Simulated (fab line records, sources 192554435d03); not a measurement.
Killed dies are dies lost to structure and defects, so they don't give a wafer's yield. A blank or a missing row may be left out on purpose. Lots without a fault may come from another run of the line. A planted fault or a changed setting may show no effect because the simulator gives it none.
Problem report in the 8D (eight disciplines) form, filled by code | flow n5_finfet | the parts of the form that need people (team, actions taken, sign-off) are left out

1. THE PROBLEM
M14_ILD_THK at N5_BEOL_M14_THK_MEAS_01 reads a mean of 1188 nm on 2 wafers of 2 lots; wafers without a fault read 1120 nm with a standard deviation of 15. That is +4.6 standard deviations from the usual mean.
First seen on wafer L410.4, day 18 01:27, on film_metro-01. The record holds 30 wafers of 10 lots with a number at this step. Rule for "out", or "out of limits": more than 4 standard deviations from the usual mean. The other wafers with a number count as sound.

2. WHAT IT IS AND WHAT IT IS NOT
question                    | is                | is not
which readings at this step | M14_ILD_THK       | -
which lots                  | L410, L414        | L391, L392, L394, L395, L399, L400, L409, L411
which wafers of those lots  | L410.4, L414.3    | L410.2, L410.6, L414.1, L414.6
read on which gauges        | film_metro-01     | film_metro-02
when                        | from day 18 01:27 | up to then (26 sound wafers); but 2 sound wafers of L414 came after

3. SUSPECTS, AND WHAT RULES EACH OUT
Counting: a tool at a process step up to the reading stays a suspect if it ran every lot that is out. Sound lots after the first of them don't rule it out here, since some wafers of a struck lot are sound.
- the gauge at N5_BEOL_M14_THK_MEAS_01: ruled out. All the wafers that are out were read on film_metro-01, but those of them that N5_BEOL_M14_ILD_DEP_00 has rows for are out there too, on other tools.
- pecvd-01 at N5_BEOL_M14_ILD_DEP_00 (deposits SiO2 from TEOS/O2, target thk 1119.3 nm, time 237.4 s): kept. It ran every lot that is out, first L410 (day 18 01:16); its last sound lot up to then is L409 (day 17 11:29). Its own readings are out on those wafers: susceptor_temp_C.
- Within pecvd-01 at N5_BEOL_M14_ILD_DEP_00: the wafers that are out ran in chamber 1; their sound lot-mates ran in chamber 0.
Left after counting: pecvd-01 at N5_BEOL_M14_ILD_DEP_00.

4. THE CAUSE (what the simulator had put in)
Process parameter drift: pecvd-01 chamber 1, from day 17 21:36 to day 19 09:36, at N5_BEOL_M14_ILD_DEP_00. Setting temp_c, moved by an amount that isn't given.
Counting left only this tool.

5. THE CHAIN OF EFFECTS, in route order
Each row: a reading whose mean over the struck wafers that have a number lies more than 3 standard deviations from the usual. Only readings for which the record gives a usual standard deviation are gone through. hours: the time from each lot's start at the first step in this table that gives one to its start at this step, as a median over the lots. sigmas: the change in usual standard deviations.
hours | step                    | reading          | usual    | on struck wafers | change | sigmas
0     | N5_BEOL_M14_ILD_DEP_00  | susceptor_temp_C | 399.99 C | 389.54           | -10.45 | -50
0     | N5_BEOL_M14_THK_MEAS_01 | M14_ILD_THK      | 1120 nm  | 1188             | +68    | +4.6
The process steps in it:
- N5_BEOL_M14_ILD_DEP_00: deposits SiO2 from TEOS/O2, target thk 1119.3 nm, time 237.4 s.

6. WHAT WOULD HAVE CAUGHT IT SOONER
In this record the first reading out of limits at a measuring or inspecting step was taken at day 18 01:27, 4 hours after the fault began at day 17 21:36.
The tool's own readings at N5_BEOL_M14_ILD_DEP_00 were out on every struck wafer that the step has a row for (susceptor_temp_C): an alarm limit on them would have fired on the first of those.
Of the lots that are out (2), L414 began N5_BEOL_M14_ILD_DEP_00 on pecvd-01 after day 18 01:27. A hold on the tool at that time would have spared it.
